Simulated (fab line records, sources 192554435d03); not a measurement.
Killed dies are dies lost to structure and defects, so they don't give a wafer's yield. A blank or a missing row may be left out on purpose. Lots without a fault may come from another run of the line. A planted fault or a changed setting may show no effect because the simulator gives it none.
Which tool did it? | flow n5_finfet | 8 lots, 24 wafers sampled, at 8 steps of a route of 1938

WHAT THE GAUGES READ, wafer by wafer
N5_BEOL_M4_RC_MEAS_101. Usual: DIBL_N 36.1 mV/V, standard deviation 2; DIBL_P 36.3 mV/V, standard deviation 2.4; IOFF_N 0.15 nA/um, standard deviation 0.035; IOFF_P 0.21 nA/um, standard deviation 0.039; ION_N 672 uA/um, standard deviation 15; ION_P 463 uA/um, standard deviation 9.7; SS_N 71.5 mV/dec, standard deviation 0.7; SS_P 73.2 mV/dec, standard deviation 0.75; VT_N 251 mV, standard deviation 3.6; VT_P -250 mV, standard deviation 3.8.
lot  | measured     | on        | DIBL_N (mV/V)  | DIBL_P (mV/V)  | IOFF_N (nA/um) | IOFF_P (nA/um) | ION_N (uA/um) | ION_P (uA/um) | SS_N (mV/dec)  | SS_P (mV/dec)  | VT_N (mV)   | VT_P (mV)      | flag
L939 | day 8 06:00  | prober-02 | 39.4 36.0 39.1 | 40.9 36.5 40.4 | 0.23 0.15 0.22 | 0.26 0.19 0.26 | 693 689 707   | 469 470 475   | 72.7 71.2 72.4 | 73.6 72.8 74.9 | 245 248 247 | -249 -252 -249 |
L938 | day 8 06:25  | prober-01 | 33.8 35.8 36.9 | 33.2 36.5 37.2 | 0.12 0.14 0.15 | 0.18 0.22 0.24 | 676 670 669   | 466 468 466   | 70.3 71.2 71.5 | 72.8 73.4 73.8 | 255 252 253 | -252 -247 -248 |
L940 | day 8 08:31  | prober-01 | 32.3 37.0 35.8 | 33.3 38.7 37.5 | 0.11 0.19 0.16 | 0.18 0.27 0.25 | 672 694 688   | 481 481 484   | 71.6 71.2 71.5 | 72.3 73.3 73.6 | 254 247 249 | -248 -245 -247 |
L941 | day 9 00:01  | prober-02 | 35.3 31.4 32.5 | 37.2 32.2 32.9 | 0.12 0.08 0.08 | 0.16 0.11 0.11 | 675 637 631   | 453 439 434   | 71.4 69.7 70.5 | 73.3 71.6 72.3 | 253 260 261 | -258 -262 -262 |
L942 | day 9 04:03  | prober-01 | 34.1 37.2 35.7 | 36.1 39.6 36.1 | 0.14 0.17 0.15 | 0.20 0.26 0.19 | 670 664 660   | 461 463 458   | 71.1 71.7 72.0 | 72.7 73.7 72.8 | 248 250 251 | -250 -250 -252 |
L944 | day 9 14:43  | prober-02 | 39.7 37.9 37.7 | 39.7 38.4 38.9 | 0.20 0.16 0.17 | 0.22 0.20 0.20 | 671 676 669   | 456 462 453   | 72.8 72.7 72.5 | 74.2 73.3 73.7 | 247 250 249 | -252 -257 -253 |
L954 | day 12 12:00 | prober-02 | 33.3 38.0 34.9 | 33.1 38.7 33.5 | 0.13 0.20 0.13 | 0.18 0.27 0.17 | 667 680 664   | 452 462 451   | 70.4 72.8 72.6 | 72.3 73.7 73.3 | 250 247 253 | -254 -248 -250 |
L956 | day 12 20:33 | prober-02 | 40.0 36.1 42.3 | 41.2 36.9 42.9 | 0.21 0.13 0.26 | 0.27 0.21 0.31 | 683 654 692   | 461 453 468   | 72.2 70.9 73.1 | 74.7 73.5 75.0 | 249 253 243 | -249 -251 -245 |

N5_BEOL_M9_OCD_MEAS_38. Usual: trench_depth_nm 150 nm, standard deviation 3.9.
lot  | measured     | on     | trench_depth_nm (nm) | flag
L939 | day 10 04:40 | ocd-01 | 147 153 149          |
L938 | day 10 04:42 | ocd-02 | 154 153 143          |
L940 | day 10 05:52 | ocd-01 | 152 153 146          |
L941 | day 10 23:48 | ocd-01 | 153 158 142          |
L942 | day 11 01:22 | ocd-01 | 145 153 159          |
L944 | day 11 11:10 | ocd-01 | 152 147 146          |
L954 | day 14 08:37 | ocd-01 | - - -                | OFF
L956 | day 14 18:46 | ocd-02 | - - -                | OFF

N5_BEOL_M9_CD_MEAS_35: target cd 70 nm, target cd y 40 nm. Usual: cd_nm 69.7 nm, standard deviation 0.84.
lot  | measured     | on        | cd_nm (nm)     | flag
L939 | day 10 04:55 | cd_sem-01 | 69.3 69.7 69.8 |
L938 | day 10 04:52 | cd_sem-01 | 69.8 69.7 69.3 |
L940 | day 10 06:07 | cd_sem-01 | 70.0 67.7 70.0 |
L941 | day 11 00:04 | cd_sem-02 | 69.2 71.1 69.1 |
L942 | day 11 01:31 | cd_sem-03 | 71.1 70.0 69.7 |
L944 | day 11 11:22 | cd_sem-02 | 69.6 69.0 69.5 |
L954 | day 14 08:52 | cd_sem-03 | - - -          | OFF
L956 | day 14 19:01 | cd_sem-01 | - - -          | OFF

WHICH TOOL RAN EACH LOT (tool, then ch and the chambers of the sampled wafers, then the start)
lot  | N5_BEOL_M9_HM_DEP_02         | N5_BEOL_M9_DESCUM_16               | N5_BEOL_M9_HM_OPEN_17             | N5_BEOL_M9_STRIP_19                | N5_BEOL_M9_VIA_ETCH_34
L939 | pvd_sputter-01, day 10 00:32 | rie_diel-06 ch 1,2, day 10 01:03   | rie_metal-01 ch 0,1, day 10 01:19 | rie_diel-02 ch 0,1,2, day 10 01:33 | rie_diel-02 ch 0,1,2, day 10 04:23
L938 | pvd_sputter-01, day 10 00:43 | rie_diel-03 ch 0,1, day 10 01:35   | rie_metal-01 ch 0,1, day 10 01:52 | rie_diel-06 ch 0,2,3, day 10 02:01 | rie_diel-03 ch 1,2,3, day 10 04:26
L940 | pvd_sputter-01, day 10 01:15 | rie_diel-06 ch 0,1, day 10 02:03   | rie_metal-02 ch 0,1, day 10 02:22 | rie_diel-03 ch 1,2, day 10 02:26   | rie_diel-03 ch 0,2,3, day 10 05:35
L941 | pvd_sputter-02, day 10 19:22 | rie_diel-06 ch 0,1,3, day 10 19:59 | rie_metal-01 ch 0,1, day 10 20:15 | rie_diel-03 ch 0,2,3, day 10 20:22 | rie_diel-06 ch 0,1,2, day 10 23:31
L942 | pvd_sputter-02, day 10 22:52 | rie_diel-02 ch 0,2,3, day 10 23:27 | rie_metal-03 ch 0,1, day 10 23:43 | rie_diel-06 ch 0,1,3, day 11 00:02 | rie_diel-06 ch 1,2,3, day 11 01:05
L944 | pvd_sputter-02, day 11 07:49 | rie_diel-03 ch 0,2, day 11 08:23   | rie_metal-03 ch 0,1, day 11 08:41 | rie_diel-02 ch 1,2,3, day 11 08:47 | rie_diel-03 ch 2,3, day 11 10:52
L954 | pvd_sputter-02, day 14 04:44 | rie_diel-02 ch 1,2,3, day 14 05:11 | rie_metal-02 ch 1, day 14 05:28   | rie_diel-06 ch 1,3, day 14 05:34   | rie_diel-06 ch 0,2, day 14 08:20
L956 | pvd_sputter-02, day 14 15:55 | rie_diel-06 ch 1,3, day 14 16:30   | rie_metal-02 ch 0,1, day 14 16:47 | rie_diel-06 ch 1,3, day 14 16:53   | rie_diel-02 ch 0,1, day 14 18:29
- N5_BEOL_M9_HM_DEP_02: deposits TiN, target thk 20 nm.
- N5_BEOL_M9_DESCUM_16: chemistry O2, time 7.9 s.
- N5_BEOL_M9_HM_OPEN_17: chemistry Cl2/BCl3, target TiN, target depth 20 nm, overetch 6 nm.
- N5_BEOL_M9_STRIP_19: strips in O2.
- N5_BEOL_M9_VIA_ETCH_34: etches SiCOH lowk in C4F6/O2, target depth 182.4 nm, time 68.4 s.

WHAT THE TOOLS THEMSELVES READ (means of the sampled wafers that have a number; where no wafer has one, the mark that the record gives instead)
N5_BEOL_M9_HM_DEP_02. Usual: throttle_valve_pct 29.7 %, standard deviation 1.1.
lot  | tool           | throttle_valve_pct (%) | flag
L939 | pvd_sputter-01 | 30.3                   |
L938 | pvd_sputter-01 | 30.7                   |
L940 | pvd_sputter-01 | 29.3                   |
L941 | pvd_sputter-02 | 29.0                   |
L942 | pvd_sputter-02 | 29.5                   |
L944 | pvd_sputter-02 | 29.5                   |
L954 | pvd_sputter-02 | 30.1                   |
L956 | pvd_sputter-02 | 30.1                   |

N5_BEOL_M9_DESCUM_16. Usual: drypump_motor_current_A 5.9 A, standard deviation 0.45; oes_product_au 0.82 a.u., standard deviation 0.091; rf_vpp_V 243.2 V, standard deviation 1.3; showerhead_plenum_p_Torr 2.09 Torr, standard deviation 0.066; throttle_valve_pct 20.37 %, standard deviation 0.27.
lot  | tool        | drypump_motor_current_A (A) | oes_product_au (a.u.) | rf_vpp_V (V) | showerhead_plenum_p_Torr (Torr) | throttle_valve_pct (%) | flag
L939 | rie_diel-06 | 5.4                         | 0.81                  | 243.7        | 2.07                            | 20.55                  |
L938 | rie_diel-03 | 6.0                         | 0.88                  | 242.5        | 2.03                            | 20.15                  |
L940 | rie_diel-06 | 5.9                         | 0.86                  | 243.2        | 2.10                            | 20.55                  |
L941 | rie_diel-06 | 5.6                         | 0.88                  | 244.3        | 2.13                            | 20.41                  |
L942 | rie_diel-02 | 5.8                         | 0.81                  | 242.8        | 2.08                            | 20.27                  |
L944 | rie_diel-03 | 6.3                         | 0.91                  | 243.0        | 2.08                            | 20.02                  |
L954 | rie_diel-02 | 6.0                         | 0.81                  | 242.9        | 2.06                            | 20.31                  |
L956 | rie_diel-06 | 5.5                         | 0.87                  | 243.6        | 2.10                            | 20.28                  |

N5_BEOL_M9_HM_OPEN_17. Usual: drypump_motor_current_A 5.8 A, standard deviation 0.43; oes_product_au 0.65 a.u., standard deviation 0.072; throttle_valve_pct 22.29 %, standard deviation 0.23.
lot  | tool         | drypump_motor_current_A (A) | oes_product_au (a.u.) | throttle_valve_pct (%) | flag
L939 | rie_metal-01 | 5.4                         | 0.66                  | 22.16                  |
L938 | rie_metal-01 | 5.4                         | 0.66                  | 22.17                  |
L940 | rie_metal-02 | 6.2                         | 0.63                  | 22.51                  |
L941 | rie_metal-01 | 5.4                         | 0.65                  | 22.18                  |
L942 | rie_metal-03 | 6.0                         | 0.61                  | 22.26                  |
L944 | rie_metal-03 | 5.9                         | 0.68                  | 22.27                  |
L954 | rie_metal-02 | 6.3                         | 0.74                  | 22.29                  |
L956 | rie_metal-02 | 6.1                         | 0.72                  | 22.33                  |

N5_BEOL_M9_STRIP_19. Usual: drypump_motor_current_A 5.9 A, standard deviation 0.45; oes_product_au 0.82 a.u., standard deviation 0.085; rf_vpp_V 3.7 V, standard deviation 0.61; showerhead_plenum_p_Torr 2.10 Torr, standard deviation 0.07; throttle_valve_pct 16.64 %, standard deviation 0.27.
lot  | tool        | drypump_motor_current_A (A) | oes_product_au (a.u.) | rf_vpp_V (V) | showerhead_plenum_p_Torr (Torr) | throttle_valve_pct (%) | flag
L939 | rie_diel-02 | 6.3                         | 0.81                  | 3.8          | 2.11                            | 16.53                  |
L938 | rie_diel-06 | 5.6                         | 0.83                  | 3.9          | 2.15                            | 16.80                  |
L940 | rie_diel-03 | 6.3                         | 0.87                  | 3.4          | 2.10                            | 16.66                  |
L941 | rie_diel-03 | 6.2                         | 0.84                  | 3.7          | 2.12                            | 16.54                  |
L942 | rie_diel-06 | 5.6                         | 0.87                  | 3.8          | 2.14                            | 16.62                  |
L944 | rie_diel-02 | 6.0                         | 0.85                  | 4.2          | 2.07                            | 16.52                  |
L954 | rie_diel-06 | 5.4                         | 0.86                  | 3.9          | 2.16                            | 16.50                  |
L956 | rie_diel-06 | 5.5                         | 0.86                  | 3.6          | 2.10                            | 16.50                  |

N5_BEOL_M9_VIA_ETCH_34. Usual: drypump_motor_current_A 5.9 A, standard deviation 0.48; oes_f_703_au 0.80 a.u., standard deviation 0.086; oes_product_au 0.81 a.u., standard deviation 0.086; rf_vpp_V 676 V, standard deviation 22; showerhead_plenum_p_Torr 2.84 Torr, standard deviation 0.077; throttle_valve_pct 20.82 %, standard deviation 0.25.
lot  | tool        | drypump_motor_current_A (A) | oes_f_703_au (a.u.) | oes_product_au (a.u.) | rf_vpp_V (V) | showerhead_plenum_p_Torr (Torr) | throttle_valve_pct (%) | flag
L939 | rie_diel-02 | 6.3                         | 0.79                | 0.81                  | 685          | 2.87                            | 20.77                  |
L938 | rie_diel-03 | 6.0                         | 0.74                | 0.77                  | 672          | 2.84                            | 20.97                  |
L940 | rie_diel-03 | 6.2                         | 0.82                | 0.84                  | 684          | 2.86                            | 20.67                  |
L941 | rie_diel-06 | 5.6                         | 0.81                | 0.82                  | 675          | 2.83                            | 21.01                  |
L942 | rie_diel-06 | 5.4                         | 0.80                | 0.84                  | 683          | 2.87                            | 20.85                  |
L944 | rie_diel-03 | 6.0                         | 0.71                | 0.74                  | 680          | 2.91                            | 20.95                  |
L954 | rie_diel-06 | 5.8                         | 0.77                | 0.29                  | 668          | 2.86                            | 21.02                  | OFF
L956 | rie_diel-02 | 6.5                         | 0.80                | 0.31                  | 697          | 2.87                            | 20.43                  | OFF

THE ANSWER, worked out from the rows above alone
Rule: a lot is off if the mean of its wafers that have a number lies more than 3 standard deviations from the usual mean. A lot without any number at a reading at which 4 lots or more have one is off too. The other lots that the step has rows for count as sound. The gauges are gone through in route order, then the tools' own readings, and for those a lot's mean is taken as printed above. The first step at which some lot is off is used, and at that step the reading that is off furthest; a lot without a number counts as furthest.
Off: L954, L956, at N5_BEOL_M9_OCD_MEAS_38 (trench_depth_nm). Without a number there: L954, L956.
A tool fits if, at a process step before that reading, it ran every lot that is off, and no sound lot after the first of them. The gauges at N5_BEOL_M9_OCD_MEAS_38 aren't tried: what is off there is off at N5_BEOL_M9_CD_MEAS_35 too, on other tools, and a gauge's error can't cause that. Can't be told from this: 3 tools fit, pvd_sputter-02 at N5_BEOL_M9_HM_DEP_02, rie_metal-02 at N5_BEOL_M9_HM_OPEN_17, rie_diel-06 at N5_BEOL_M9_STRIP_19.

WHAT THE SIMULATOR HAD PUT IN
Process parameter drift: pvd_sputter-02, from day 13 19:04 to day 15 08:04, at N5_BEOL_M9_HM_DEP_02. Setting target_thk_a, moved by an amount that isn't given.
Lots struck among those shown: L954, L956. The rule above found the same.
